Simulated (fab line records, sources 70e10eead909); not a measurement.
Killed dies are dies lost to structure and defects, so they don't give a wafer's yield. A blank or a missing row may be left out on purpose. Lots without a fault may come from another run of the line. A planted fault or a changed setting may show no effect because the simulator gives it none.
Chamber matching | flow nand_harc | NHARC_A_WL_FILL_ALD_10 on ald_hk-03: 4 sister chambers
The step deposits SiO2, target thk 50 nm, pulse time 10 s, ald cycles 500. 8 wafers are shown with their chamber, then 11 later ones without.

WAFERS WITH THEIR CHAMBER
wafer  | chamber | heater_power_w (W) | precursor_pulse_height_rel
L081.4 | 2       | 353                | 1.018
L081.6 | 3       | 437                | 1.001
L089.1 | 0       | 491                | 1.017
L089.5 | 1       | 510                | 0.966
L090.1 | 3       | 444                | 0.995
L090.3 | 2       | 366                | 1.033
L090.6 | 0       | 486                | 0.982
L094.1 | 1       | 527                | 0.972

WAFERS WITHOUT THEIR CHAMBER
wafer  | heater_power_w (W) | precursor_pulse_height_rel
L094.4 | 437                | 1.033
L094.6 | 524                | 0.973
L095.1 | 430                | 0.979
L095.2 | 484                | 0.977
L095.4 | 357                | 1.006
L093.4 | 516                | 0.988
L093.5 | 496                | 1.005
L093.6 | 500                | 0.991
L097.1 | 442                | 1.018
L097.2 | 499                | 1.008
L097.6 | 449                | 0.994

WHICH CHAMBER EACH WENT THROUGH
wafer  | from the rows above     | in truth
L094.4 | 3                       | 3
L094.6 | 1                       | 1
L095.1 | 3                       | 3
L095.2 | 0                       | 0
L095.4 | 2                       | 2
L093.4 | 1                       | 1
L093.5 | 0                       | 0
L093.6 | can't be placed: 0 or 1 | 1
L097.1 | 3                       | 3
L097.2 | 0                       | 0
L097.6 | 3                       | 3
Placed correctly: 10 of 11. Can't be placed from these rows: 1 (the true chamber is among the candidates in 1). Placed wrongly: 0.
How it was worked out, from the rows above alone: a wafer's distance from a chamber is the root of the sum, over the readings, of the square of ((its reading less the chamber's mean) divided by the reading's scatter). The wafer belongs to the nearest chamber; if the next one is less than 2 further off, it can't be placed. A chamber's mean is the mean of its shown wafers. The scatter: the root of (the sum of the squares of (reading less its chamber's mean) over the shown wafers, divided by (wafers less chambers)).
